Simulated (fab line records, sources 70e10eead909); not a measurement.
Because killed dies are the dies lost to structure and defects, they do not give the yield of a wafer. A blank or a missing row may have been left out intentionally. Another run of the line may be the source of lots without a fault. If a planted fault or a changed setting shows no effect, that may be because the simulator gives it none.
fab line records    flow nand-harc
record lots=12  wafers=35  last-day=24
route steps=1159 shown A_BONDPAD@1089 HYBRID_BOND@1094 THIN_TSV@1133 END@1159
lots that met no fault: from a run of the same line without faults
start-h: start of the lot's first displayed wafer, in hours after the record's first day    wait-h: hours elapsed since this lot's preceding step    " same as the row above    L1.1+2: a single row standing in for several wafers    - either no value or no given start    * or withheld: withheld    < > ~ a bound
route shown NAME@n: NAME is a module with steps in the file, n the number in the route of the first one    usual: mean/standard deviation taken from wafers without a fault    same: alike in all rows    chamber/n: place in a boat    sites: readings site by site    _std_site: their standard deviation    _edge_site: mean of outer sites minus mean of inner sites    radius-mm: for every site, how far away it sits from the centre of the wafer    mask NAME#n: copy n    behind: tool/chamber where the wafer was last shaped    hold: reason for holding the lot/hours on hold/outcome of the hold    device: transistor that didn't switch, given as n, p or np    end of line: at the end of the route, the tests of the same wafers    for a step that has no rows: nothing shown but its recipe    killed: dies lost to structure and defects at the first sort, not the wafer's yield    map: the dies of a wafer, with x for killed, . for not killed, _ for no die there
set.NAME: the run value of the setting; set.NAME@STEP: its run value at that earlier step    model.NAME: the simulator's own value behind a step, which no gauge read
the route's steps for a sample of lots (tables are steps, rows are wafers)
services: the hour from which a tool's chamber was out of use, counted from the record's first day as start-h (under 0 if before that day), plus the number of hours and why
## steps
# step NHARC_A_BONDPAD_THK_MEAS_20
# recipe thk-meas-gauge=xrf
# usual thk-nm=169.9/1.5
lot.wafer  tool           chamber  start-h  wait-h  thk-nm
L299.1     film-metro-01  -        419.79   -       170.5
L299.3     "              -        "        "       170.2
L299.4     "              -        "        "       169.5
L300.3     film-metro-01  -        420.97   -       171.4
L300.4     "              -        "        "       170.2
L300.5     "              -        "        "       173.8
L302.1     film-metro-01  -        424.55   -       172.0
L302.2     "              -        "        "       169.6
L302.4     "              -        "        "       170.2
L303.1     film-metro-01  -        424.86   -       168.1
L303.3     "              -        "        "       168.4
L303.6     "              -        "        "       170.5
L304.1     film-metro-02  -        441.33   -       170.9
L304.3     "              -        "        "       170.6
L304.5     "              -        "        "       169.6
L306.2     film-metro-01  -        441.95   -       172.3
L306.4     "              -        "        "       171.4
L307.1     film-metro-01  -        461.87   -       169.3
L307.2     "              -        "        "       171.5
L307.4     "              -        "        "       167.6
L314.4     film-metro-02  -        492.13   -       168.1
L314.5     "              -        "        "       167.5
L314.6     "              -        "        "       171.8
L317.2     film-metro-01  -        506.26   -       168.9
L317.3     "              -        "        "       170.5
L317.6     "              -        "        "       171.3
L322.1     film-metro-02  -        535.90   -       167.7
L322.2     "              -        "        "       169.6
L322.5     "              -        "        "       169.0
L320.1     film-metro-02  -        536.25   -       170.9
L320.4     "              -        "        "       171.7
L320.6     "              -        "        "       169.7
L321.3     film-metro-01  -        548.33   -       168.8
L321.4     "              -        "        "       168.4
L321.5     "              -        "        "       167.6
# step NHARC_HYBRID_BOND_ACTIVATE_00
# recipe time-s=60  n2-flow-sccm=200  ar-flow-sccm=0  bias-power-w=0  chemistry=N2
# usual drypump-motor-current-A=5.4/0.4  oes-product-au=1.005/0.0097  rf-vpp-V=64.0/0.79  showerhead-plenum-p-Torr=1.75/0.071
lot.wafer  tool         chamber  start-h  wait-h  drypump-motor-current-A  oes-product-au  rf-hours-counter-h  rf-vpp-V  showerhead-plenum-p-Torr
L299.3     rie-diel-07  2        420.10   0.1     5.4                      1.003           0                   64.5      1.71
L299.1     "            3        "        "       5.3                      1.011           0                   65.0      1.79
L299.4     "            2        "        "       5.4                      1.005           -                   64.1      1.71
L300.3     rie-diel-13  1        421.26   0.1     5.6                      1.002           49                  63.9      1.76
L300.4     "            3        "        "       5.7                      1.005           51                  64.0      1.78
L300.5     "            0        "        "       5.1                      0.993           -                   64.7      1.67
L302.2     rie-diel-07  2        424.86   0.1     5.3                      1.005           1                   64.3      1.71
L302.1     "            3        "        "       5.3                      1.017           1                   64.3      1.79
L302.4     "            1        "        "       4.9                      1.017           -                   64.9      1.68
L303.1     rie-diel-07  2        425.16   0.1     5.4                      1.000           1                   63.9      1.71
L303.3     "            3        "        "       5.3                      1.006           1                   62.6      1.79
L303.6     "            1        "        "       4.9                      1.009           -                   63.1      1.68
L304.3     rie-diel-07  2        441.61   0.1     5.3                      1.004           3                   63.9      1.71
L304.1     "            3        "        "       5.3                      1.008           3                   64.9      1.79
L304.5     "            1        "        "       5.0                      1.010           -                   64.0      1.68
L306.2     rie-diel-07  2        442.22   0.1     5.4                      0.994           3                   64.6      1.71
L306.4     "            1        "        "       4.9                      1.013           -                   63.4      1.68
L307.1     rie-diel-07  3        462.15   0.1     5.3                      0.998           6                   63.9      1.79
L307.2     "            0        "        "       6.3                      0.998           1                   65.1      1.84
L307.4     "            1        "        "       4.9                      1.019           5                   63.8      1.68
L314.5     rie-diel-06  2        492.44   0.1     5.4                      1.005           -                   65.0      1.89
L314.6     "            0        "        "       5.1                      1.018           -                   62.8      1.68
L314.4     "            1        "        "       6.0                      1.010           -                   64.0      1.76
L317.2     rie-diel-06  0        506.60   0.1     5.1                      1.016           33                  64.5      1.68
L317.3     "            2        "        "       5.5                      1.004           32                  63.2      1.89
L317.6     "            1        "        "       6.0                      1.021           -                   63.1      1.76
L322.2     rie-diel-13  3        536.20   0.1     5.7                      0.979           30                  63.8      1.77
L322.1     "            0        "        "       5.1                      1.000           27                  63.4      1.66
L322.5     "            3        "        "       5.7                      0.985           -                   64.4      1.77
L320.1     rie-diel-13  2        536.52   0.1     5.6                      0.998           30                  63.2      1.67
L320.4     "            0        "        "       5.1                      0.997           27                  62.7      1.66
L320.6     "            2        "        "       5.7                      0.993           -                   63.8      1.67
L321.3     rie-diel-06  2        548.61   0.1     5.4                      1.002           42                  64.4      1.89
L321.4     "            0        "        "       5.1                      1.012           50                  63.9      1.68
L321.5     "            2        "        "       5.5                      1.002           -                   65.0      1.89
# step NHARC_THIN_TSV_CMP_21
# recipe t-overpolish-s=30  target-thk-nm=2000
# usual motor-current-A=11.8/0.99  overpolish-run-s=30.001/0.0082
lot.wafer  tool    chamber  start-h  wait-h  motor-current-A  overpolish-run-s
L299.1     cmp-01  3        438.51   -       11.7             29.994
L299.4     "       0        "        "       12.7             29.999
L299.3     "       2        "        "       11.0             30.008
L300.4     cmp-03  2        440.73   -       13.7             29.999
L300.3     "       3        "        "       12.1             29.992
L300.5     "       3        "        "       11.6             30.002
L302.4     cmp-01  3        441.85   -       11.3             30.015
L302.2     "       0        "        "       12.7             30.005
L302.1     "       2        "        "       11.5             30.001
L303.1     cmp-01  0        443.63   -       11.4             30.001
L303.3     "       1        "        "       12.2             30.011
L303.6     "       2        "        "       11.3             30.000
L304.1     cmp-02  1        456.60   -       11.8             29.999
L304.3     "       3        "        "       9.7              30.006
L304.5     "       1        "        "       12.3             30.007
L306.4     cmp-02  0        462.82   -       12.3             30.003
L306.2     "       1        "        "       12.5             30.001
L307.4     cmp-02  0        478.69   -       12.5             29.991
L307.1     "       1        "        "       11.6             30.004
L307.2     "       2        "        "       11.2             29.993
L314.4     cmp-02  2        509.06   -       11.4             29.993
L314.5     "       3        "        "       10.7             30.000
L314.6     "       0        "        "       12.1             30.000
L317.3     cmp-03  1        524.17   -       10.8             29.997
L317.2     "       3        "        "       13.3             30.004
L317.6     "       0        "        "       10.2             30.001
L322.2     cmp-03  0        553.02   -       10.6             29.993
L322.1     "       1        "        "       10.4             30.022
L322.5     "       2        "        "       13.8             30.000
L320.4     cmp-03  2        554.32   -       13.3             30.002
L320.1     "       1        "        "       10.6             30.005
L320.6     "       2        "        "       14.0             30.013
L321.4     cmp-01  3        566.70   -       11.9             29.998
L321.3     "       1        "        "       12.3             30.014
L321.5     "       3        "        "       11.6             30.015
# step NHARC_THIN_TSV_ANNEAL_58
# recipe temp-c=400  time-s=1800
# usual spike-tc-bottom-C=425.2/1.1  spike-tc-centre-C=402.0/1.2  spike-tc-lower-C=400.3/1.8  spike-tc-top-C=427.3/1.1  spike-tc-upper-C=400.0/1.1
lot.wafer  tool        chamber  start-h  wait-h  spike-tc-bottom-C  spike-tc-centre-C  spike-tc-lower-C  spike-tc-top-C  spike-tc-upper-C
L299.1     furnace-05  0        444.51   2.9     424.7              403.2              399.4             427.2           398.3
L299.3     "           0        "        "       424.0              400.7              401.0             427.2           399.9
L299.4     "           0        "        "       423.3              402.5              397.7             427.4           399.5
L300.3     furnace-05  0        444.51   0.7     424.3              402.1              400.0             426.4           399.3
L300.4     "           0        "        "       424.0              401.5              397.3             427.8           400.5
L300.5     "           0        "        "       424.5              402.0              399.9             426.4           398.2
L302.1     furnace-01  0        448.20   3.3     424.5              402.8              399.6             430.7           398.9
L302.2     "           0        "        "       427.3              403.1              398.9             429.7           400.2
L302.4     "           0        "        "       425.4              403.7              399.7             428.1           401.2
L303.1     furnace-01  0        448.20   1.6     427.8              400.7              399.5             428.3           400.3
L303.3     "           0        "        "       425.6              402.7              399.4             426.7           400.4
L303.6     "           0        "        "       425.0              402.6              400.2             428.1           398.4
L304.1     furnace-05  0        461.45   1.8     424.6              401.1              398.7             427.6           400.3
L304.3     "           0        "        "       423.2              402.8              398.5             427.3           400.2
L304.5     "           0        "        "       424.6              402.5              398.7             428.0           399.7
L306.2     furnace-01  0        468.69   3.0     451.5              426.9              425.7             452.5           425.8
L306.4     "           0        "        "       449.3              425.6              423.7             453.1           424.1
L307.1     furnace-01  0        485.52   3.0     451.7              427.5              425.3             450.0           422.9
L307.2     "           0        "        "       450.5              425.4              427.0             451.7           427.0
L307.4     "           0        "        "       449.7              427.0              424.9             453.3           425.0
L314.4     furnace-07  0        512.37   0.2     425.3              400.7              403.4             424.5           399.7
L314.5     "           0        "        "       426.7              401.4              402.1             425.4           401.3
L314.6     "           0        "        "       424.6              400.4              404.1             426.2           399.8
L317.2     furnace-07  0        529.94   2.8     426.2              401.7              402.7             428.3           402.3
L317.3     "           0        "        "       424.5              397.8              403.8             424.1           401.7
L317.6     "           0        "        "       425.5              401.7              400.9             427.8           399.5
L320.1     furnace-01  0        558.99   1.7     425.8              402.6              399.2             428.2           399.5
L320.4     "           0        "        "       425.9              404.7              399.4             428.7           400.5
L320.6     "           0        "        "       425.5              402.7              401.1             427.5           399.0
L322.1     furnace-01  0        558.99   3.0     424.7              402.8              397.9             429.0           400.4
L322.2     "           0        "        "       427.3              402.3              399.0             427.7           400.1
L322.5     "           0        "        "       429.2              402.9              400.4             427.7           399.4
L321.3     furnace-07  0        571.21   1.5     425.5              400.3              403.8             426.2           400.4
L321.4     "           0        "        "       427.3              401.2              404.5             427.5           401.6
L321.5     "           0        "        "       424.5              400.8              403.0             427.6           401.4
# step NHARC_END_SORT_01
# recipe temp-c=25
# usual defect-limited-yield=95.4/1.7  killed-at-array=27/11  killed-at-other=0.6/0.89  killed-at-periphery=3.0/2.4  killed-dies=31/12  killed-open=3.2/1.6  killed-short=2.0/1.5  sort_bin_2_pct=1.5/0.69  sort_bin_3_pct=0.23/0.22  sort_bin_4_pct=2.9/1.1  sort-n-pass=646/12  sort-rim-yield-pct=94/3.3  sort-yield-pct=95.4/1.7
# same gross-dies=677  sort_bin_5_pct[%]=0  sort_bin_6_pct[%]=0  sort_bin_7_pct[%]=0  sort_bin_8_pct[%]=0  sort-rim-n-gross=106.00
lot.wafer  tool       chamber  start-h  wait-h  defect-limited-yield[%]  killed-at-array  killed-at-other  killed-at-periphery  killed-dies  killed-open  killed-short  sort_bin_2_pct[%]  sort_bin_3_pct[%]  sort_bin_4_pct[%]  sort-n-pass  sort-rim-yield-pct[%]  sort-yield-pct[%]
L314.4     prober-02  0        519.34   3.4     95.6                     30               0                0                    30           5            1             0.7                0.15               3.5                647          97                     95.6
L314.5     prober-02  0        520.15   3.7     96.2                     24               1                1                    26           3            2             1.5                0                  2.4                651          93                     96.2
L314.6     prober-02  0        520.96   4.0     96.2                     22               1                3                    26           2            4             0.9                0.44               2.5                651          97                     96.2
L317.2     prober-01  0        535.28   2.8     95.7                     25               0                4                    29           4            1             1.5                0.30               2.5                648          94                     95.7
L317.3     prober-01  0        536.09   3.1     94.8                     27               1                7                    35           1            2             2.1                0.15               3.0                642          92                     94.8
L317.6     prober-01  0        538.51   4.0     92.3                     41               1                10                   52           2            5             2.1                0.30               5.3                625          86                     92.3
L322.1     prober-02  0        563.52   2.5     95.1                     31               1                1                    33           1            3             2.2                0                  2.7                644          94                     95.1
L322.2     prober-02  0        564.31   2.8     94.7                     31               1                4                    36           4            0             1.5                0.30               3.5                641          99                     94.7
L322.5     prober-02  0        566.69   3.7     96.8                     21               0                1                    22           0            3             1.0                0.59               1.6                655          99                     96.8
L321.3     prober-01  0        577.32   3.1     97.0                     17               0                3                    20           5            2             0.4                0.15               2.4                657          95                     97.0
L321.4     prober-01  0        578.11   3.4     95.9                     28               0                0                    28           2            2             1.6                0                  2.5                649          98                     95.9
L321.5     prober-01  0        578.90   3.7     96.9                     20               1                0                    21           3            3             0.9                0.15               2.1                656          97                     96.9
# killed by level:class
L314.4 A_CHANNEL_HOLE_D1:chamber-film-flake=14 A_STAIRCASE:chamber-film-flake=7 A_CONTACT:geometric-particle:open=3 A_CONTACT:chamber-film-flake=2 A_ONON_D1:geometric-particle:open=1 A_WL_FILL:geometric-particle:short=1 A_M0:geometric-particle:open=1 A_SLIT:chamber-film-flake=1
L314.5 A_CHANNEL_HOLE_D1:chamber-film-flake=15 A_ONON_D1:geometric-particle:open=2 A_STAIRCASE:chamber-film-flake=2 A_CONTACT:chamber-film-flake=2 P_GATE:geometric-particle:open=1 A_WL_FILL:geometric-particle:short=1 A_M0:geometric-particle:short=1 A_ZERO_WELL:chamber-film-flake=1
L314.6 A_CHANNEL_HOLE_D1:chamber-film-flake=15 P_CONTACT:geometric-particle:short=2 A_CONTACT:geometric-particle:open=2 A_STAIRCASE:chamber-film-flake=2 A_CONTACT:chamber-film-flake=2 P_M0:geometric-particle:short=1 STARTING-WAFER:geometric-particle:short=1 A_WL_FILL:chamber-film-flake=1
L317.2 A_SLIT:chamber-film-flake=9 A_CONTACT:chamber-film-flake=6 P_STI:chamber-film-flake=2 A_CHANNEL_HOLE_D1:chamber-film-flake=2 A_CHANNEL_FILL_D1:chamber-film-flake=2 A_STAIRCASE:chamber-film-flake=2 P_CONTACT:geometric-particle:open=1 A_ONON_D1:geometric-particle:open=1
L317.3 A_SLIT:chamber-film-flake=12 A_CHANNEL_HOLE_D1:chamber-film-flake=5 A_STAIRCASE:chamber-film-flake=4 A_CONTACT:chamber-film-flake=3 A_SGD_CUT:geometric-particle:short=2 P_GATE:chamber-film-flake=2 P_M2:chamber-film-flake=2 P_M0:geometric-particle:open=1
L317.6 A_SLIT:chamber-film-flake=16 A_CHANNEL_HOLE_D1:chamber-film-flake=9 A_CONTACT:chamber-film-flake=5 P_M2:chamber-film-flake=4 A_ONON_D1:geometric-particle:short=3 A_CHANNEL_FILL_D1:chamber-film-flake=3 A_STAIRCASE:chamber-film-flake=3 P_STI:chamber-film-flake=2
L322.1 A_CHANNEL_HOLE_D1:chamber-film-flake=18 A_CONTACT:chamber-film-flake=5 A_STAIRCASE:chamber-film-flake=4 A_CHANNEL_FILL_D1:geometric-particle:short=2 P_M2:geometric-particle:short=1 A_M0:geometric-particle:open=1 A_SLIT:chamber-film-flake=1 THIN_TSV:chamber-film-flake=1
L322.2 A_CHANNEL_HOLE_D1:chamber-film-flake=22 A_CONTACT:chamber-film-flake=4 A_WL_FILL:geometric-particle:open=2 P_CONTACT:geometric-particle:open=1 A_CONTACT:geometric-particle:open=1 P_STI:chamber-film-flake=1 P_CONTACT:chamber-film-flake=1 P_BONDPAD:chamber-film-flake=1
L322.5 A_CHANNEL_HOLE_D1:chamber-film-flake=13 A_CONTACT:chamber-film-flake=5 A_SOURCE_PLATE:geometric-particle:short=1 A_CHANNEL_HOLE_D1:geometric-particle:short=1 A_CHANNEL_FILL_D1:geometric-particle:short=1 P_BONDPAD:chamber-film-flake=1
L321.3 A_CHANNEL_HOLE_D1:chamber-film-flake=5 A_STAIRCASE:chamber-film-flake=2 A_CONTACT:chamber-film-flake=2 A_BONDPAD:chamber-film-flake=2 P_STI:geometric-particle:open=1 P_GATE:geometric-particle:short=1 A_ONON_D1:geometric-particle:open=1 A_CHANNEL_FILL_D1:geometric-particle:open=1
L321.4 A_CONTACT:chamber-film-flake=8 A_WL_FILL:chamber-film-flake=6 A_CHANNEL_FILL_D1:chamber-film-flake=4 A_CHANNEL_HOLE_D1:chamber-film-flake=3 A_STAIRCASE:chamber-film-flake=3 A_WL_FILL:geometric-particle:open=2 A_SGD_CUT:geometric-particle:short=1 A_WL_FILL:geometric-particle:short=1
L321.5 A_CHANNEL_HOLE_D1:chamber-film-flake=8 A_CONTACT:chamber-film-flake=4 A_CHANNEL_FILL_D1:chamber-film-flake=2 A_ONON_D1:geometric-particle:open=1 A_SGD_CUT:geometric-particle:short=1 A_CONTACT:geometric-particle:open=1 A_CONTACT:geometric-particle:short=1 A_BLC:geometric-particle:open=1
## services
tool         chamber  start-h  hours  kind
rie-diel-13  1        404.80   1.4    repair
furnace-05   -        404.80   26.0   pm
rie-diel-07  -        405.20   9.0    pm
rie-diel-07  0        405.20   48.6   vent-cycle
furnace-07   -        410.61   2.9    repair
rie-diel-06  -        418.55   9.0    pm
cmp-02       -        422.52   4.0    pm
furnace-01   -        422.78   3.6    repair
cmp-03       -        450.28   4.0    pm
rie-diel-13  -        453.05   9.0    pm
cmp-01       -        458.87   0.5    repair
rie-diel-06  1        461.46   1.2    repair
cmp-01       -        473.63   4.0    pm
furnace-05   -        476.47   8.2    repair
cmp-02       -        490.33   0.6    repair
furnace-01   -        494.00   26.0   pm
rie-diel-06  -        507.69   0.9    repair
cmp-02       -        520.64   4.0    pm
rie-diel-06  3        521.97   6.4    repair
rie-diel-06  2        526.21   11.5   repair
cmp-03       -        530.22   6.0    repair
rie-diel-06  -        545.97   0.8    repair
cmp-03       -        548.28   4.0    pm
cmp-03       -        568.34   3.4    repair
## key
first-sign step=NHARC_THIN_TSV_ANNEAL_58  reading=spike-tc-bottom-C  direction=up  sigmas=23  usual=425.2  struck=450.6
effect step=NHARC_THIN_TSV_ANNEAL_58  reading=spike-tc-top-C  direction=up  sigmas=23  usual=427.3  struck=452.1
met-at NHARC_THIN_TSV_ANNEAL_58
struck-lots L306,L307
not-acting-at NHARC_A_BONDPAD_THK_MEAS_20,NHARC_HYBRID_BOND_ACTIVATE_00,NHARC_THIN_TSV_CMP_21
onset-between 448.20 468.69
fault kind=process-parameter-drift  tool=furnace-01  chamber=-  onset-h=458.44  steps=NHARC_THIN_TSV_ANNEAL_58  channel=temp-c  offset=*  shape=step  end-h=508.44  acts-in=*  stated=*
